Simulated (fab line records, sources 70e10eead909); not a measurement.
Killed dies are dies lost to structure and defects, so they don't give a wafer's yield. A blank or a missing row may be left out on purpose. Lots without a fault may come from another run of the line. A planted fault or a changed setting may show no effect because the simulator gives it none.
Which tool did it? | flow nand_harc | 15 lots, 45 wafers sampled, at 1 step of a route of 1302

WHAT THE GAUGES READ, wafer by wafer
NHARC_A_SGD_CUT_THK_MEAS_22: measures by ellipsometry. Usual: thk_nm 147.9 nm, standard deviation 1.3.
lot  | measured     | on            | thk_nm (nm)       | flag
L402 | day 19 22:04 | film_metro-02 | 149.7 147.5 148.5 |
L404 | day 20 11:58 | film_metro-02 | 149.5 148.8 147.8 |
L406 | day 21 03:10 | film_metro-02 | 147.1 152.1 146.4 |
L405 | day 21 03:10 | film_metro-01 | 148.3 148.9 149.1 |
L407 | day 22 03:40 | film_metro-01 | 147.1 150.0 147.8 |
L408 | day 22 13:02 | film_metro-01 | 148.2 148.7 147.5 |
L410 | day 22 19:38 | film_metro-01 | 148.3 146.4 147.1 |
L409 | day 22 19:39 | film_metro-01 | 147.7 149.3 147.6 |
L412 | day 23 08:04 | film_metro-02 | 148.6 148.2 146.8 |
L411 | day 23 08:04 | film_metro-02 | 145.9 148.4 146.3 |
L420 | day 26 14:48 | film_metro-01 | 150.2 147.9 146.9 |
L421 | day 27 13:59 | film_metro-02 | 147.5 146.1 146.3 |
L422 | day 27 21:30 | film_metro-02 | 146.5 146.1 146.3 |
L424 | day 28 18:20 | film_metro-01 | 148.9 150.2 145.5 |
L423 | day 30 04:39 | film_metro-02 | 147.0 147.4 146.7 |

WHICH TOOL RAN EACH LOT (tool, then ch and the chambers of the sampled wafers, then the start)
The record holds no process step before these readings.

WHAT THE TOOLS THEMSELVES READ (means of the sampled wafers that have a number; where no wafer has one, the mark that the record gives instead)
The record holds no such reading with a usual standard deviation.

THE ANSWER, worked out from the rows above alone
Rule: a lot is off if the mean of its wafers that have a number lies more than 3 standard deviations from the usual mean. A lot without any number at a reading at which 4 lots or more have one is off too. The other lots that the step has rows for count as sound. The gauges are gone through in route order, then the tools' own readings, and for those a lot's mean is taken as printed above. The first step at which some lot is off is used, and at that step the reading that is off furthest; a lot without a number counts as furthest.
No lot is off at any reading shown: from this, nothing can be told.

WHAT THE SIMULATOR HAD PUT IN
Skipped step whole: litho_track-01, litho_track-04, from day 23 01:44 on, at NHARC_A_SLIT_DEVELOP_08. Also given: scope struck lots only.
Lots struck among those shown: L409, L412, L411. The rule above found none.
